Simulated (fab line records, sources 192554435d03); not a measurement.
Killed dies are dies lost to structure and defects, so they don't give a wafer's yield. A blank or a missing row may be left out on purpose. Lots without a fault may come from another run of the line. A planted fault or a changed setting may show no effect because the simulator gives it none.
Chamber matching | flow n5_finfet | N5_STI_FIN_REVEAL_ETCHBACK_08 on rie_diel-02: 4 sister chambers
The step etches SiO2 in C4F6/O2, target depth 30.5 nm, time 10.167 s. 4 wafers are shown with their chamber, then 11 later ones without.

WAFERS WITH THEIR CHAMBER
wafer  | chamber | drypump_motor_current_A (A)
L087.5 | 1       | 6.2
L089.4 | 0       | 5.3
L089.5 | 2       | 5.2
L090.1 | 3       | 5.6

WAFERS WITHOUT THEIR CHAMBER
wafer  | drypump_motor_current_A (A)
L090.2 | 5.3
L090.5 | 5.3
L092.2 | 5.2
L092.3 | 6.2
L092.4 | 5.6
L096.1 | 5.3
L096.3 | 6.3
L096.5 | 5.6
L097.1 | 5.3
L097.3 | 6.2
L097.5 | 5.3

WHICH CHAMBER EACH WENT THROUGH
wafer  | from the rows above | in truth
L090.2 | 0                   | 0
L090.5 | 0                   | 0
L092.2 | 2                   | 2
L092.3 | 1                   | 1
L092.4 | 3                   | 3
L096.1 | 0                   | 0
L096.3 | 1                   | 1
L096.5 | 3                   | 3
L097.1 | 0                   | 0
L097.3 | 1                   | 1
L097.5 | 0                   | 0
Placed correctly: 11 of 11. Can't be placed from these rows: 0. Placed wrongly: 0.
How it was worked out, from the rows above alone: a wafer's distance from a chamber is the root of the sum, over the readings, of the square of ((its reading less the chamber's mean) divided by the reading's scatter). The wafer belongs to the nearest chamber; if the next one is less than 2 further off, it can't be placed. A chamber's mean is the mean of its shown wafers. The scatter: with one shown wafer a chamber, the root of the mean of the squares of how far each hidden wafer lies from its nearest shown one.
